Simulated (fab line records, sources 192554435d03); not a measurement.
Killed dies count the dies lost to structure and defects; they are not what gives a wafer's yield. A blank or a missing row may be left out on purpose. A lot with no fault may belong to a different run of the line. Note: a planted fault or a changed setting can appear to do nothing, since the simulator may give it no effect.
A lot that was struck, set against a sound lot :: flow n5-finfet :: 23 steps out of a route of 1938
Sound: these wafers, L604.3, L604.4, L604.6. The struck wafers were L618.3, L618.4, L618.6. The cause comes at the end.
Each step with rows lists, per side, the tool, then ch with its chambers, then its first start. Under that, the readings that differ: sound wafers :: struck wafers :: difference of the means :: sigmas: that difference in standard deviations of wafers without a fault.
alike: same words and numbers on both sides, and readings whose means sit less than 2 such deviations apart. not compared: any withheld reading, any reading some wafer has no value for, any bound like >300 that may hide the same value, and any number with overlapping values for which the record gives no deviation.
A row with sigmas, a row that says differs or no value, or rows on one side alone: a step with any of these is where the two part. Numbers that don't overlap but have no deviation are shown without sigmas and don't part them. A reading missing from all wafers of one side parts the sides only when that side holds two or more wafers.

first, 11 steps without rows for these wafers: N5_BEOL_M7_ETCH_62 (etches SOC in N2/H2, target depth 110 nm, overetch 22 nm, time 165 s); N5_BEOL_M7_STRIP_68 (strips in N2/H2); N5_BEOL_M7_STRIP_67 (strips in CF4); N5_BEOL_M7_HM_OPEN_17 (chemistry Cl2/BCl3, target TiN, target depth 20 nm, overetch 6 nm); N5_BEOL_M7_STRIP_19 (strips in O2); N5_BEOL_M7_COAT_63 (time 60 s, resist thk 60 nm); N5_BEOL_M7_COAT_64 (time 60 s, resist thk 12 nm); N5_BEOL_M7_COAT_71 (time 60 s, resist thk 5 nm); N5_BEOL_M7_COAT_22 (resist thk 30 nm); N5_BEOL_M7_EBR_24; N5_BEOL_M7_SOFTBAKE_23 (time 60 s).
N5_BEOL_M7_EXPOSE_25: exposes mask V6, target cd 40 nm.
  sound on euv-scanner-02 ch 0, day 10 20:53; struck on euv-scanner-02 ch 0, day 13 14:17
reading: exposure-dose-mJ-cm2
sound: 42.48 42.41 42.49
struck: 41.40 41.43 41.43
difference: -1.04
sigmas: -22
  alike: mask
then, 2 steps without rows for these wafers: N5_BEOL_M7_PEB_26 (peb time 60 s); N5_BEOL_M7_DEVELOP_27 (develop time 30 s).
N5_BEOL_M7_DESCUM_33: chemistry O2, time 7 s.
  sound on rie-diel-01 ch 0,1, day 10 21:15; struck on rie-diel-02 ch 0,1, day 13 14:32
reading: model.BEOL_M7.cd-nm (nm)
sound: 40 40 40
struck: 39.6 39.6 39.8
difference: -0.3
sigmas: 
  alike: bias-power-w, chamber-pressure-mTorr, drypump-motor-current-A, o2-flow-sccm, oes-product-au, rf-vpp-V, showerhead-plenum-p-Torr, throttle-valve-pct
  not compared: rf-hours-counter-h
then, 5 steps without rows for these wafers: N5_BEOL_M7_ETCH_72 (etches underlayer in N2/H2, target depth 6.5 nm, time 5.2 s); N5_BEOL_M7_ETCH_65 (etches SiARC in CF4, target depth 15.6 nm, time 26 s); N5_BEOL_M7_ETCH_66 (etches SOC in N2/H2, target depth 80 nm, overetch 16 nm, time 120 s); N5_BEOL_M7_STRIP_69 (strips in N2/H2); N5_BEOL_M7_STRIP_73 (strips in N2/H2).
N5_BEOL_M7_VIA_ETCH_34: etches SiCOH lowk in C4F6/O2, target depth 125.5 nm, time 50.5 s.
  sound on rie-diel-01 ch 0,1, day 10 21:31; struck on rie-diel-02 ch 0,1, day 13 14:43
reading: throttle-valve-pct (%)
sound: 21.21 20.73 21.23
struck: 20.62 20.72 20.60
difference: -0.41
sigmas: -2

reading: model.BEOL_M7.cd-nm (nm)
sound: 40.4 40 40
struck: 39.4 39.4 39.8
difference: -0.6
sigmas: 
  alike: C4F6_flow_sccm, chamber-pressure-mTorr, drypump-motor-current-A, oes_f_703_au, oes_o_777_au, oes-product-au, rf-vpp-V, showerhead-plenum-p-Torr
  not compared: rf-hours-counter-h
then, 1 step without rows for these wafers: N5_BEOL_M7_STRIP_76 (strips in C4F6/O2).
-- here the record skips 3 days between the struck wafers' starts before and after, leaving off in module BEOL_M7 and picking up in module PASSIVATION (first step shown: number 1936 of the route) --
N5_PASSIVATION_PROBE_49:
  the record has rows for the struck wafers here (prober-02, day 16 16:49) and none for the sound ones

WHERE THEY PART
First at N5_BEOL_M7_EXPOSE_25; last, within this record, at N5_PASSIVATION_PROBE_49.

WHY: whatever the simulator had introduced
Process parameter drift: euv-scanner-02, from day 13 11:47 on, at N5_BEOL_M7_EXPOSE_25. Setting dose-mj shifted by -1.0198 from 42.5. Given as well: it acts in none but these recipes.
